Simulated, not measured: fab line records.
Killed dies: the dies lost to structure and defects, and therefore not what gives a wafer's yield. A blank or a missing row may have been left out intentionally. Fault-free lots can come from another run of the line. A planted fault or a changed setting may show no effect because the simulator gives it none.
Chamber matching || flow nand-harc || 3 sister chambers for NHARC_A_ONON_D1_DEP_33 on pecvd-01
The step deposits SiO2, target thk 200 nm. 6 wafers are shown with their chamber, then 7 later ones without.

WAFERS PAIRED WITH THEIR CHAMBERS
{"wafer": "L275.3", "chamber": 0, "heater-power-w (W)": 741, "mfc-precursor-sccm (sccm)": 161.6}
{"wafer": "L286.2", "chamber": 1, "heater-power-w (W)": 408, "mfc-precursor-sccm (sccm)": 161.6}
{"wafer": "L286.5", "chamber": 2, "heater-power-w (W)": 566, "mfc-precursor-sccm (sccm)": 162.3}
{"wafer": "L286.6", "chamber": 0, "heater-power-w (W)": 766, "mfc-precursor-sccm (sccm)": 162.7}
{"wafer": "L287.1", "chamber": 2, "heater-power-w (W)": 581, "mfc-precursor-sccm (sccm)": 160.7}
{"wafer": "L287.3", "chamber": 1, "heater-power-w (W)": 368, "mfc-precursor-sccm (sccm)": 161.8}

WAFERS WITH NO CHAMBER GIVEN
{"wafer": "L287.5", "heater-power-w (W)": 611, "mfc-precursor-sccm (sccm)": 161.0}
{"wafer": "L290.1", "heater-power-w (W)": 565, "mfc-precursor-sccm (sccm)": 161.5}
{"wafer": "L290.2", "heater-power-w (W)": 774, "mfc-precursor-sccm (sccm)": 161.3}
{"wafer": "L290.6", "heater-power-w (W)": 756, "mfc-precursor-sccm (sccm)": 161.0}
{"wafer": "L291.2", "heater-power-w (W)": 583, "mfc-precursor-sccm (sccm)": 161.7}
{"wafer": "L291.5", "heater-power-w (W)": 372, "mfc-precursor-sccm (sccm)": 161.3}
{"wafer": "L291.6", "heater-power-w (W)": 604, "mfc-precursor-sccm (sccm)": 162.1}

WHICH CHAMBER EACH ONE RAN IN
{"wafer": "L287.5", "from the rows above": 2, "in truth": 2}
{"wafer": "L290.1", "from the rows above": 2, "in truth": 2}
{"wafer": "L290.2", "from the rows above": 0, "in truth": 0}
{"wafer": "L290.6", "from the rows above": 0, "in truth": 0}
{"wafer": "L291.2", "from the rows above": 2, "in truth": 2}
{"wafer": "L291.5", "from the rows above": 1, "in truth": 1}
{"wafer": "L291.6", "from the rows above": 2, "in truth": 2}
7 of 7 placed correctly. Number that these rows cannot place: 0. Placed wrongly: 0.
How it was worked out, from the rows above alone: a wafer's distance from a chamber is the root of the sum, over the readings, of the square of ((its reading less the chamber's mean) divided by the reading's scatter). The wafer belongs to the nearest chamber; if the next one is less than 2 further off, it can't be placed. For every chamber, the mean is computed from those of its wafers that are shown. The scatter: the root of (the sum of the squares of (reading less its chamber's mean) over the shown wafers, divided by (wafers less chambers)).
